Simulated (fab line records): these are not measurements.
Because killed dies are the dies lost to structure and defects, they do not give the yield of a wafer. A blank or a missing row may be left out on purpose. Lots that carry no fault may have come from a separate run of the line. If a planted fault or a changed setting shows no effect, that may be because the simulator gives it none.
Chamber matching -- flow nand-harc -- rie-diel-04 running NHARC_A_STAIRCASE_ETCH_236: 4 sister chambers
The step etches the open film in C4F8/O2, target depth 100 nm, time 40.5 s. 8 wafers are shown with their chamber, then 8 later ones without.

== WAFERS PAIRED WITH THEIR CHAMBERS ==
wafer,chamber,rf-vpp-V (V),oes-product-au (a.u.)
L272.4,1,891,0.947
L273.3,1,892,0.944
L275.3,3,900,0.942
L275.5,0,889,0.953
L277.1,2,894,0.918
L277.2,3,900,0.925
L277.3,0,889,0.948
L286.1,2,891,0.939

== WAFERS WITH NO CHAMBER GIVEN ==
wafer,rf-vpp-V (V),oes-product-au (a.u.)
L286.3,889,0.950
L286.6,891,0.943
L288.1,889,0.948
L288.2,900,0.938
L288.3,890,0.938
L289.4,900,0.947
L289.5,892,0.961
L289.6,900,0.945

== WHICH CHAMBER EACH ONE RAN IN ==
wafer,from the rows above,in truth
L286.3,0,0
L286.6,can't be placed: 1 or 0 or 2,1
L288.1,can't be placed: 0 or 1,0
L288.2,3,3
L288.3,can't be placed: 1 or 0 or 2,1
L289.4,3,3
L289.5,can't be placed: 1 or 0 or 2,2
L289.6,3,3
Correct placement for 4 of the 8. Can't be placed from these rows: 4 (the true chamber is among the candidates in 4). Placed wrongly: 0.
How it was worked out, from the rows above alone: a wafer's distance from a chamber is the root of the sum, over the readings, of the square of ((its reading less the chamber's mean) divided by the reading's scatter). The wafer belongs to the nearest chamber; if the next one is less than 2 further off, it can't be placed. For every chamber, the mean is computed from those of its wafers that are shown. The scatter is the square root of a quotient: the sum, over the shown wafers, of each reading's squared deviation from its chamber's mean, divided by wafers minus chambers.
